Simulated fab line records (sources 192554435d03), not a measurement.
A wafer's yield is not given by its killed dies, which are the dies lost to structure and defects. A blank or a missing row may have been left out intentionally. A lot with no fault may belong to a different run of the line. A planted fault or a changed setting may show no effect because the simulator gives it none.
fab line records	flow n5-finfet	part 2 of 2: steps 5 to 6 of 6
record: lots: 23	wafers: 69	last-day: 18
route steps=1938 shown BEOL_M0_SAQP@634
lots that met no fault: taken from a fault-free run of the same line
start-h: hours from the record's opening day to when the first of the lot's shown wafers began	wait-h: hours since the lot's step before	" as in the row above	L1.1+2: several wafers, shown together as one row	- no value, or no start was given	* or withheld: withheld	< > ~ a bound
route shown NAME@n: a module of which the file shows steps, and the number in the route of the first	usual: the fault-free wafers' mean and standard deviation	same: alike in all rows	chamber/n: place in a boat	sites: the reading at each site	_std_site: standard deviation of those values	_edge_site: mean of outer sites minus mean of inner sites	radius-mm: for every site, how far away it sits from the centre of the wafer	mask NAME#n: copy n	behind: the most recent tool/chamber to have shaped the wafer	hold: why the lot went on hold/how many hours it stayed there/how the hold came to an end	device: the transistor (n, p or np) that didn't switch	end of line: the route-end tests of the same wafers	a step given without rows: its recipe and nothing more	killed: dies that structure and defects cost at the first sort, which is not the same as the wafer's yield	map: a wafer's dies, marking killed ones x, the rest . and places with no die _
set.NAME: the run value of the setting; set.NAME@STEP: its run value at that earlier step	model.NAME: the simulator's own value behind a step, which no gauge read
route steps across a sampled set of lots; one table per step, one row per wafer
services: the hour from which a tool's chamber was out of use, counted from the record's first day as start-h (under 0 if before that day), plus the number of hours and why
== steps ==
step: N5_BEOL_M0_SAQP_CUT_ETCH_46
recipe: chemistry: N2/H2	target: SOC	target-depth-a: 1350	overetch-a: 270	temp-c: 40	time-s: 202.5	ion-energy-ev: 200	mask-material: SiARC	pressure-mtorr: 30	source-w: 840	bias-w: 150	n2-flow-sccm: 200	h2-flow-sccm: 200
usual: bias-w: 150.0/0.41	drypump-motor-current-A: 5.7/0.48	rf-vpp-V: 524/3.3	showerhead-plenum-p-Torr: 2.55/0.11	throttle-valve-pct: 17.90/0.22
lot.wafer	tool	chamber	start-h	wait-h	bias-w	drypump-motor-current-A	rf-hours-counter-h	rf-vpp-V	showerhead-plenum-p-Torr	throttle-valve-pct
L074.2	rie-diel-01	1	115.31	0.0	150.4	6.3	149	524	2.55	18.01
L074.3	"	2	"	"	150.2	5.1	129	527	2.65	17.78
L074.6	"	1	"	"	150.2	6.4	-	523	2.55	18.03
L075.1	rie-diel-06	0	118.63	0.0	150.4	5.6	169	527	2.63	17.97
L075.3	"	2	"	"	149.9	4.8	246	520	2.40	17.99
L075.5	"	2	"	"	149.8	4.8	-	520	2.40	17.97
L076.2	rie-diel-06	1	126.99	0.0	150.3	5.6	107	518	2.38	17.78
L076.3	"	0	"	"	149.7	5.6	172	527	2.63	17.96
L076.5	"	0	"	"	150.1	5.6	-	526	2.63	17.95
L077.3	rie-diel-06	1	127.46	0.0	150.4	5.5	107	520	2.38	17.79
L077.5	"	2	"	"	150.0	4.8	-	519	2.40	18.00
L077.6	"	1	"	"	150.2	5.5	-	518	2.38	17.80
L078.2	rie-diel-04	2	136.82	0.0	150.2	5.9	40	525	2.57	17.46
L078.4	"	0	"	"	150.8	5.4	153	526	2.63	17.77
L078.6	"	2	"	"	150.0	5.9	-	525	2.57	17.47
L079.2	rie-diel-04	1	142.97	0.0	149.6	5.4	208	527	2.63	18.41
L079.3	"	2	"	"	150.7	5.9	42	526	2.57	17.47
L079.6	"	2	"	"	150.9	5.9	-	526	2.57	17.48
L081.1	rie-diel-06	1	157.54	0.0	149.9	5.5	120	518	2.37	17.81
L081.3	"	3	"	"	149.3	6.1	224	523	2.50	17.89
L081.6	"	3	"	"	150.0	6.1	-	523	2.50	17.91
L082.2	rie-diel-06	0	160.22	0.0	149.5	5.6	186	524	2.63	18.00
L082.3	"	2	"	"	150.8	4.8	6	529	2.72	17.56
L082.5	"	1	"	"	150.5	5.6	-	519	2.37	17.81
L083.3	rie-diel-06	3	168.75	0.0	150.3	6.2	229	524	2.50	17.91
L083.4	"	0	"	"	150.0	5.6	189	526	2.62	17.98
L083.5	"	3	"	"	150.5	6.2	-	524	2.50	17.92
L084.1	rie-diel-06	2	176.77	0.0	150.6	4.8	13	528	2.71	17.59
L084.2	"	0	"	"	150.5	5.6	192	527	2.62	17.98
L084.4	"	3	"	"	149.8	6.2	232	523	2.50	17.92
L085.2	rie-diel-04	0	183.71	0.0	149.6	5.3	172	526	2.63	17.80
L085.3	"	2	"	"	150.4	5.9	59	525	2.56	17.50
L085.5	"	0	"	"	149.9	5.4	-	526	2.62	17.78
L086.1	rie-diel-01	1	191.33	0.0	150.9	6.4	163	524	2.55	18.02
L086.4	"	3	"	"	150.5	5.9	231	522	2.51	17.85
L086.6	"	2	"	"	149.1	5.1	-	526	2.64	17.79
L087.1	rie-diel-06	2	197.94	0.0	150.0	4.8	17	530	2.71	17.61
L087.4	"	3	"	"	149.7	6.2	236	524	2.50	17.92
L087.5	"	1	"	"	150.0	5.5	-	518	2.37	17.83
L088.2	rie-diel-01	0	202.30	0.0	149.3	6.2	198	521	2.40	18.09
L088.5	"	1	"	"	149.6	6.4	-	524	2.54	18.03
L088.6	"	0	"	"	149.9	6.3	-	520	2.40	18.10
L089.4	rie-diel-01	1	209.31	0.0	149.9	6.4	169	523	2.54	18.05
L089.5	"	0	"	"	150.6	6.2	-	520	2.40	18.07
L089.6	"	1	"	"	150.5	6.4	-	523	2.54	18.02
L090.1	rie-diel-01	3	214.01	0.0	149.9	5.9	237	522	2.51	17.86
L090.2	"	1	"	"	149.5	6.4	170	522	2.54	18.03
L090.6	"	0	"	"	150.3	6.2	-	520	2.40	18.08
L091.1	rie-diel-06	3	216.82	0.0	150.6	6.2	242	523	2.49	17.94
L091.3	"	2	"	"	150.2	4.8	23	528	2.71	17.60
L091.5	"	2	"	"	149.8	4.8	-	528	2.71	17.61
L092.1	rie-diel-06	0	229.54	0.0	150.1	5.6	207	527	2.62	18.04
L092.2	"	3	"	"	150.1	6.2	246	523	2.49	17.93
L092.6	"	3	"	"	150.3	6.2	-	523	2.49	17.95
L093.1	rie-diel-04	3	230.64	0.0	149.7	6.0	243	526	2.60	17.88
L093.4	"	2	"	"	149.8	5.9	71	526	2.56	17.54
L093.5	"	0	"	"	150.2	5.3	-	527	2.62	17.84
L094.1	rie-diel-04	0	237.90	0.0	149.4	5.3	189	525	2.62	17.82
L094.5	"	1	"	"	149.2	5.4	-	525	2.62	18.47
L094.6	"	0	"	"	150.2	5.3	-	527	2.62	17.82
L095.1	rie-diel-04	0	249.17	0.0	149.7	5.3	193	527	2.62	17.82
L095.2	"	1	"	"	149.7	5.4	244	527	2.62	18.48
L095.4	"	2	"	"	150.1	5.9	76	525	2.56	17.54
L096.2	rie-diel-06	2	252.56	0.0	150.1	4.8	34	529	2.70	17.63
L096.3	"	0	"	"	149.7	5.6	213	526	2.61	18.04
L096.5	"	2	"	"	150.1	4.8	-	528	2.70	17.63
L097.1	rie-diel-01	0	258.12	0.0	150.1	6.3	215	519	2.40	18.12
L097.3	"	3	"	"	150.9	5.9	250	523	2.51	17.89
L097.5	"	0	"	"	150.5	6.2	-	521	2.40	18.12
step: N5_BEOL_M0_SAQP_STRIP_75
recipe: chemistry: CF4	resist: SiARC	power-w: 300	bias-power-w: 75	pressure-mtorr: 50	cf4-flow-sccm: 150	rf-frequency-hz: 6e+07
usual: cf4-flow-sccm: 150.0/0.49	drypump-motor-current-A: 5.7/0.44	oes-product-au: 0.173/0.014	rf-vpp-V: 271.3/1.6	showerhead-plenum-p-Torr: 1.81/0.062	throttle-valve-pct: 13.72/0.19
lot.wafer	tool	chamber	start-h	wait-h	cf4-flow-sccm	drypump-motor-current-A	oes-product-au	rf-hours-counter-h	rf-vpp-V	showerhead-plenum-p-Torr	throttle-valve-pct
L074.2	rie-diel-06	1	116.15	0.1	150.8	5.5	0.183	103	268.1	1.68	13.42
L074.3	"	3	"	"	147.8	6.1	0.171	207	270.6	1.77	13.71
L074.6	"	3	"	"	149.3	6.1	0.170	-	271.1	1.77	13.70
L075.1	rie-diel-06	3	119.45	0.1	150.6	6.2	0.167	207	271.1	1.77	13.70
L075.3	"	1	"	"	149.9	5.5	0.181	104	268.2	1.68	13.44
L075.5	"	2	"	"	149.9	4.8	0.154	-	270.0	1.71	13.91
L076.2	rie-diel-01	1	127.82	0.1	150.3	6.4	0.184	153	272.2	1.80	13.78
L076.3	"	3	"	"	150.6	5.9	0.158	222	271.3	1.78	13.63
L076.5	"	3	"	"	150.9	5.9	0.162	-	270.2	1.78	13.62
L077.3	rie-diel-06	1	128.29	0.1	150.2	5.5	0.187	107	267.2	1.68	13.43
L077.5	"	3	"	"	150.6	6.1	0.164	-	271.1	1.77	13.71
L077.6	"	2	"	"	149.9	4.8	0.162	-	268.0	1.71	13.92
L078.2	rie-diel-04	0	137.64	0.1	150.5	5.3	0.174	153	272.1	1.85	13.59
L078.4	"	3	"	"	150.1	6.0	0.170	211	272.0	1.87	13.77
L078.6	"	3	"	"	150.0	6.0	0.163	-	272.2	1.87	13.73
L079.2	rie-diel-06	3	143.80	0.1	150.3	6.2	0.165	216	270.3	1.77	13.72
L079.3	"	1	"	"	150.1	5.5	0.182	113	266.9	1.68	13.45
L079.6	"	1	"	"	149.3	5.5	0.180	-	267.5	1.68	13.45
L081.1	rie-diel-04	1	158.36	0.1	150.6	5.4	0.169	215	273.4	1.84	13.99
L081.3	"	2	"	"	150.1	5.8	0.205	49	270.7	1.83	13.43
L081.6	"	1	"	"	149.8	5.5	0.160	-	272.2	1.84	13.99
L082.2	rie-diel-04	1	161.14	0.1	149.7	5.5	0.162	216	271.9	1.84	14.00
L082.3	"	3	"	"	150.7	6.0	0.164	220	272.0	1.86	13.76
L082.5	"	3	"	"	150.8	6.0	0.160	-	273.9	1.86	13.78
L083.3	rie-diel-06	1	169.97	0.1	149.6	5.5	0.179	125	269.0	1.67	13.49
L083.4	"	3	"	"	150.1	6.1	0.164	230	270.6	1.76	13.75
L083.5	"	3	"	"	149.6	6.1	0.167	-	271.1	1.76	13.75
L084.1	rie-diel-01	0	177.85	0.1	149.9	6.2	0.164	192	270.1	1.73	13.98
L084.2	"	3	"	"	150.1	6.0	0.163	228	269.1	1.78	13.63
L084.4	"	1	"	"	150.2	6.4	0.174	159	271.1	1.80	13.80
L085.2	rie-diel-06	0	185.07	0.1	150.6	5.6	0.172	194	272.7	1.84	13.81
L085.3	"	1	"	"	150.3	5.5	0.178	130	268.2	1.67	13.49
L085.5	"	0	"	"	149.7	5.6	0.168	-	274.0	1.84	13.81
L086.1	rie-diel-01	2	192.16	0.1	149.4	5.1	0.183	143	272.6	1.88	13.71
L086.4	"	1	"	"	149.8	6.3	0.175	163	272.1	1.80	13.81
L086.6	"	1	"	"	149.5	6.4	0.170	-	270.0	1.80	13.82
L087.1	rie-diel-04	1	199.42	0.1	149.9	5.5	0.159	230	273.5	1.84	14.01
L087.4	"	3	"	"	149.4	6.0	0.158	233	271.2	1.86	13.80
L087.5	"	2	"	"	150.0	5.9	0.200	-	271.9	1.83	13.46
L088.2	rie-diel-01	0	203.22	0.1	150.2	6.2	0.162	198	268.3	1.73	14.00
L088.5	"	3	"	"	149.0	5.9	0.161	-	270.0	1.78	13.65
L088.6	"	2	"	"	149.4	5.1	0.177	-	271.8	1.88	13.72
L089.4	rie-diel-04	0	210.14	0.1	149.1	5.3	0.174	180	272.6	1.84	13.64
L089.5	"	2	"	"	150.9	5.9	0.200	-	271.9	1.83	13.46
L089.6	"	1	"	"	149.8	5.5	0.165	-	271.0	1.83	14.04
L090.1	rie-diel-04	3	214.90	0.1	149.5	6.0	0.157	239	272.5	1.86	13.81
L090.2	"	2	"	"	151.0	5.9	0.192	68	271.4	1.83	13.48
L090.6	"	2	"	"	150.2	5.8	0.196	-	271.1	1.83	13.46
L091.1	rie-diel-06	1	217.91	0.1	150.2	5.5	0.169	139	267.1	1.67	13.50
L091.3	"	0	"	"	150.3	5.6	0.166	204	272.3	1.84	13.82
L091.5	"	2	"	"	149.6	4.8	0.209	-	273.4	1.91	13.42
L092.1	rie-diel-04	1	231.00	0.1	149.6	5.4	0.162	238	272.5	1.83	14.05
L092.2	"	0	"	"	150.0	5.3	0.176	187	270.5	1.84	13.67
L092.6	"	1	"	"	150.1	5.5	0.159	-	271.9	1.83	14.04
L093.1	rie-diel-01	3	231.51	0.1	149.7	5.9	0.161	242	271.1	1.78	13.67
L093.4	"	2	"	"	149.8	5.1	0.173	154	272.6	1.87	13.74
L093.5	"	2	"	"	149.8	5.1	0.174	-	271.5	1.88	13.75
L094.1	rie-diel-01	0	238.73	0.1	150.6	6.2	0.162	208	269.6	1.72	14.02
L094.5	"	3	"	"	149.5	5.9	0.162	-	271.1	1.78	13.68
L094.6	"	0	"	"	150.1	6.2	0.164	-	270.0	1.72	14.01
L095.1	rie-diel-01	0	249.99	0.1	150.0	6.2	0.166	213	270.0	1.72	14.02
L095.2	"	3	"	"	149.6	6.0	0.160	248	270.4	1.78	13.67
L095.4	"	3	"	"	149.1	5.9	0.160	-	270.5	1.78	13.69
L096.2	rie-diel-04	0	253.38	0.1	150.4	5.3	0.170	194	270.6	1.84	13.67
L096.3	"	2	"	"	150.1	5.9	0.189	77	272.1	1.83	13.49
L096.5	"	0	"	"	150.8	5.3	0.169	-	273.3	1.84	13.68
L097.1	rie-diel-06	0	258.96	0.1	149.2	5.6	0.166	215	271.7	1.84	13.87
L097.3	"	2	"	"	150.2	4.8	0.205	36	272.3	1.91	13.45
L097.5	"	0	"	"	149.6	5.6	0.160	-	271.9	1.84	13.86
== services ==
tool	chamber	start-h	hours	kind
rie-diel-01	0	107.52	8.7	repair
pecvd-02	0	108.36	12.0	repair
pvd-sputter-01	-	115.56	3.2	repair
rie-diel-06	2	130.38	-	clean
rie-diel-06	2	130.38	-	consumable-replace:focus-ring
rie-diel-06	2	130.38	-	consumable-replace:showerhead
rie-diel-06	2	130.38	17.2	scheduled-down
rie-diel-06	2	130.38	17.2	vent-cycle
rie-diel-01	-	142.97	28.1	pm
rie-diel-06	-	151.78	0.2	repair
pecvd-03	-	153.80	47.8	repair
rie-si-02	1	170.44	7.1	repair
rie-si-05	-	175.82	15.6	pm
pecvd-04	-	180.72	0.2	repair
rie-si-05	1	196.19	7.8	repair
rie-si-06	0	239.33	6.8	repair
rie-diel-06	3	242.81	-	clean
rie-diel-06	3	242.81	-	consumable-replace:focus-ring
rie-diel-01	2	244.51	16.5	repair
rie-si-06	-	248.15	4.3	pm
pecvd-02	2	252.11	3.4	repair
pvd-sputter-03	-	254.06	7.5	repair
rie-si-05	1	256.31	2.0	repair
pecvd-02	-	257.22	1.5	repair
